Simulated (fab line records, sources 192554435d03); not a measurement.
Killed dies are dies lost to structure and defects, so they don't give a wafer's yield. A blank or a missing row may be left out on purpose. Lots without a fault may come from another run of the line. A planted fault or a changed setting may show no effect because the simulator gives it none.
Which tool did it? | flow n5_finfet | 24 lots, 72 wafers sampled, at 4 steps of a route of 1938

WHAT THE GAUGES READ, wafer by wafer
N5_BEOL_M9_THK_MEAS_53: measures by xrf. Usual: M9_THK 137 nm, standard deviation 3.5.
lot  | measured     | on            | M9_THK (nm) | flag
L074 | day 9 20:02  | film_metro-01 | 142 145 144 |
L075 | day 10 01:17 | film_metro-02 | 139 143 137 |
L077 | day 10 07:58 | film_metro-01 | 142 143 139 |
L078 | day 10 12:43 | film_metro-02 | 141 140 138 |
L079 | day 10 18:30 | film_metro-02 | 136 133 139 |
L080 | day 11 02:37 | film_metro-01 | 141 136 139 |
L081 | day 11 13:50 | film_metro-01 | 142 140 138 |
L082 | day 11 19:10 | film_metro-01 | 137 134 139 |
L083 | day 12 15:23 | film_metro-01 | 137 131 139 |
L084 | day 12 23:55 | film_metro-02 | 134 136 135 |
L086 | day 13 04:41 | film_metro-02 | 136 135 135 |
L085 | day 13 04:59 | film_metro-01 | 135 132 136 |
L087 | day 13 11:01 | film_metro-01 | 140 137 137 |
L089 | day 13 17:12 | film_metro-02 | 138 132 139 |
L088 | day 13 21:31 | film_metro-01 | 136 136 136 |
L090 | day 13 22:19 | film_metro-01 | 136 140 138 |
L091 | day 14 11:55 | film_metro-01 | 128 140 135 |
L092 | day 14 14:07 | film_metro-02 | 142 141 142 |
L093 | day 14 14:26 | film_metro-02 | 141 135 139 |
L094 | day 15 19:17 | film_metro-02 | 127 141 136 |
L076 | day 15 19:31 | film_metro-01 | 137 134 135 |
L095 | day 16 00:33 | film_metro-02 | 136 138 138 |
L097 | day 16 15:59 | film_metro-02 | 141 130 140 |
L096 | day 17 10:28 | film_metro-01 | 135 132 135 |

N5_BEOL_M10_THK_MEAS_01. Usual: M10_ILD_THK 268 nm, standard deviation 3.5.
lot  | measured     | on            | M10_ILD_THK (nm) | flag
L074 | day 9 20:50  | film_metro-01 | 264 268 271      |
L075 | day 10 02:04 | film_metro-02 | 266 264 270      |
L077 | day 10 08:47 | film_metro-01 | 267 263 272      |
L078 | day 10 13:30 | film_metro-01 | 264 264 268      |
L079 | day 10 19:25 | film_metro-01 | 267 269 268      |
L080 | day 11 03:28 | film_metro-01 | 265 270 269      |
L081 | day 11 15:06 | film_metro-01 | 265 265 264      |
L082 | day 11 19:57 | film_metro-01 | 269 269 276      |
L083 | day 12 16:11 | film_metro-01 | 263 265 269      |
L084 | day 13 00:43 | film_metro-02 | 271 266 270      |
L086 | day 13 05:29 | film_metro-01 | 270 267 265      |
L085 | day 13 06:15 | film_metro-01 | 271 268 270      |
L087 | day 13 11:48 | film_metro-01 | 262 267 268      |
L089 | day 13 17:59 | film_metro-01 | 269 267 270      |
L088 | day 13 22:19 | film_metro-02 | 263 271 268      |
L090 | day 13 23:07 | film_metro-02 | 263 270 265      |
L091 | day 14 13:11 | film_metro-02 | 270 272 272      |
L092 | day 14 14:53 | film_metro-02 | 267 270 273      |
L093 | day 14 15:13 | film_metro-01 | 271 274 272      |
L094 | day 15 20:05 | film_metro-01 | 270 268 267      |
L076 | day 15 20:23 | film_metro-01 | 263 267 267      |
L095 | day 16 01:22 | film_metro-01 | 264 265 272      |
L097 | day 16 16:56 | film_metro-01 | 265 271 272      |
L096 | day 17 11:15 | film_metro-02 | 260 261 266      |

N5_BEOL_M10_CD_MEAS_28: target cd 70 nm. Usual: cd_nm 69.7 nm, standard deviation 1.
lot  | measured     | on        | cd_nm (nm)     | flag
L074 | day 9 23:56  | cd_sem-03 | 71.2 71.5 71.0 |
L075 | day 10 06:10 | cd_sem-01 | 70.1 70.0 69.8 |
L077 | day 10 14:45 | cd_sem-01 | 68.8 68.3 68.6 |
L078 | day 10 16:23 | cd_sem-03 | 69.8 68.7 69.4 |
L079 | day 10 23:52 | cd_sem-01 | 67.8 67.9 67.6 |
L080 | day 11 06:53 | cd_sem-03 | 68.2 70.9 68.7 |
L081 | day 12 00:25 | cd_sem-03 | 68.8 70.4 70.2 |
L082 | day 12 00:01 | cd_sem-02 | 68.7 69.0 69.9 |
L083 | day 12 20:40 | cd_sem-01 | 70.4 70.1 71.3 |
L084 | day 13 04:12 | cd_sem-01 | 67.7 68.4 68.7 |
L086 | day 13 07:53 | cd_sem-01 | 70.2 70.2 70.4 |
L085 | day 13 10:00 | cd_sem-03 | 70.7 69.5 69.8 |
L087 | day 13 14:04 | cd_sem-02 | 70.1 68.2 69.2 |
L089 | day 13 21:02 | cd_sem-03 | 68.6 69.9 68.9 |
L088 | day 14 01:07 | cd_sem-02 | 70.3 70.9 68.9 |
L090 | day 14 01:16 | cd_sem-03 | 70.2 69.9 67.9 |
L091 | day 14 15:31 | cd_sem-01 | 70.1 69.4 69.7 |
L092 | day 14 19:23 | cd_sem-03 | 69.4 70.1 72.0 |
L093 | day 14 19:33 | cd_sem-03 | 71.9 71.1 70.1 |
L094 | day 15 23:08 | cd_sem-01 | 68.5 69.4 68.8 |
L076 | day 16 02:37 | cd_sem-02 | 69.2 69.8 68.8 |
L095 | day 16 06:26 | cd_sem-03 | 69.9 71.6 70.1 |
L097 | day 16 19:26 | cd_sem-03 | 70.8 70.1 70.1 |
L096 | day 17 16:47 | cd_sem-03 | 68.9 69.3 69.2 |

WHICH TOOL RAN EACH LOT (tool, then ch and the chambers of the sampled wafers, then the start)
lot  | N5_BEOL_M10_STRIP_67
L074 | rie_diel-03 ch 1,2,3, day 9 23:24
L075 | rie_diel-06 ch 0,2,3, day 10 04:35
L077 | rie_diel-03 ch 0,1,2, day 10 10:56
L078 | rie_diel-01 ch 0,1,3, day 10 15:45
L079 | rie_diel-01 ch 1,3, day 10 21:35
L080 | rie_diel-03 ch 0,1,3, day 11 06:02
L081 | rie_diel-06 ch 0,1, day 11 18:01
L082 | rie_diel-01 ch 0,2,3, day 11 20:51
L083 | rie_diel-03 ch 0,2,3, day 12 18:31
L084 | rie_diel-01 ch 0,2,3, day 13 01:37
L086 | rie_diel-01 ch 1,2,3, day 13 06:43
L085 | rie_diel-03 ch 1,2, day 13 09:25
L087 | rie_diel-01 ch 0,1,2, day 13 12:54
L089 | rie_diel-06 ch 0,1,2, day 13 19:59
L088 | rie_diel-01 ch 1,2, day 13 23:34
L090 | rie_diel-01 ch 1,2, day 14 00:07
L091 | rie_diel-03 ch 0,1,3, day 14 14:30
L092 | rie_diel-01 ch 0,1,2, day 14 16:32
L093 | rie_diel-03 ch 1,3, day 14 17:42
L094 | rie_diel-03 ch 0,2,3, day 15 22:26
L076 | rie_diel-03 ch 0,2,3, day 15 22:41
L095 | rie_diel-01 ch 1,2, day 16 04:38
L097 | rie_diel-03 ch 0,2, day 16 18:48
L096 | rie_diel-06 ch 0,1,2, day 17 13:37
- N5_BEOL_M10_STRIP_67: strips in CF4.

WHAT THE TOOLS THEMSELVES READ (means of the sampled wafers that have a number; where no wafer has one, the mark that the record gives instead)
N5_BEOL_M10_STRIP_67. Usual: cf4_flow_sccm 150.0 sccm, standard deviation 0.46; drypump_motor_current_A 5.6 A, standard deviation 0.31; oes_product_au 0.79 a.u., standard deviation 0.082; power_w 300.1 W, standard deviation 0.95; rf_vpp_V 271.5 V, standard deviation 1.3; showerhead_plenum_p_Torr 1.81 Torr, standard deviation 0.042; throttle_valve_pct 13.61 %, standard deviation 0.25.
lot  | tool        | cf4_flow_sccm (sccm) | drypump_motor_current_A (A) | oes_product_au (a.u.) | power_w (W) | rf_vpp_V (V) | showerhead_plenum_p_Torr (Torr) | throttle_valve_pct (%) | flag
L074 | rie_diel-03 | 149.7                | 5.7                         | 0.74                  | 300.5       | 271.1        | 1.80                            | 13.69                  |
L075 | rie_diel-06 | 150.0                | 5.5                         | 0.77                  | 300.6       | 272.0        | 1.81                            | 13.67                  |
L077 | rie_diel-03 | 149.5                | 5.8                         | 0.79                  | 299.7       | 271.4        | 1.80                            | 13.62                  |
L078 | rie_diel-01 | 149.7                | 5.6                         | 0.81                  | 299.6       | 271.6        | 1.83                            | 13.44                  |
L079 | rie_diel-01 | 150.0                | 5.5                         | 0.78                  | 300.3       | 271.1        | 1.82                            | 13.68                  |
L080 | rie_diel-03 | 149.9                | 5.4                         | 0.79                  | 299.4       | 271.5        | 1.81                            | 13.62                  |
L081 | rie_diel-06 | 149.8                | 5.8                         | 0.77                  | 301.3       | 271.3        | 1.78                            | 13.64                  |
L082 | rie_diel-01 | 149.9                | 5.6                         | 0.88                  | 300.6       | 272.5        | 1.83                            | 13.33                  |
L083 | rie_diel-03 | 149.8                | 5.6                         | 0.76                  | 300.2       | 271.3        | 1.79                            | 13.68                  |
L084 | rie_diel-01 | 149.9                | 5.6                         | 0.85                  | 300.8       | 271.7        | 1.82                            | 13.35                  |
L086 | rie_diel-01 | 149.6                | 5.6                         | 0.82                  | 300.5       | 271.5        | 1.82                            | 13.59                  |
L085 | rie_diel-03 | 149.9                | 5.9                         | 0.72                  | 300.1       | 270.7        | 1.79                            | 13.72                  |
L087 | rie_diel-01 | 150.1                | 5.6                         | 0.81                  | 300.7       | 272.2        | 1.86                            | 13.58                  |
L089 | rie_diel-06 | 149.9                | 5.7                         | 0.84                  | 299.9       | 270.6        | 1.79                            | 13.54                  |
L088 | rie_diel-01 | 150.4                | 5.6                         | 0.78                  | 300.2       | 272.0        | 1.85                            | 13.80                  |
L090 | rie_diel-01 | 150.4                | 5.6                         | 0.84                  | 299.4       | 272.6        | 1.85                            | 13.66                  |
L091 | rie_diel-03 | 150.4                | 5.4                         | 0.76                  | 300.7       | 271.0        | 1.80                            | 13.68                  |
L092 | rie_diel-01 | 150.1                | 5.7                         | 0.80                  | 299.1       | 273.1        | 1.85                            | 13.60                  |
L093 | rie_diel-03 | 149.7                | 5.6                         | 0.72                  | 301.1       | 271.4        | 1.80                            | 13.73                  |
L094 | rie_diel-03 | 149.6                | 5.6                         | 0.83                  | 299.2       | 271.1        | 1.78                            | 13.56                  |
L076 | rie_diel-03 | 150.4                | 5.6                         | 0.82                  | 299.7       | 271.3        | 1.78                            | 13.57                  |
L095 | rie_diel-01 | 150.0                | 5.6                         | 0.81                  | 300.4       | 272.4        | 1.84                            | 13.69                  |
L097 | rie_diel-03 | 149.8                | 6.0                         | 0.90                  | 299.3       | 271.2        | 1.77                            | 13.40                  |
L096 | rie_diel-06 | 149.7                | 5.7                         | 0.80                  | 301.2       | 270.7        | 1.78                            | 13.61                  |

THE ANSWER, worked out from the rows above alone
Rule: a lot is off if the mean of its wafers that have a number lies more than 3 standard deviations from the usual mean. A lot without any number at a reading at which 4 lots or more have one is off too. The other lots that the step has rows for count as sound. The gauges are gone through in route order, then the tools' own readings, and for those a lot's mean is taken as printed above. The first step at which some lot is off is used, and at that step the reading that is off furthest; a lot without a number counts as furthest.
No lot is off at any reading shown: from this, nothing can be told.

WHAT THE SIMULATOR HAD PUT IN
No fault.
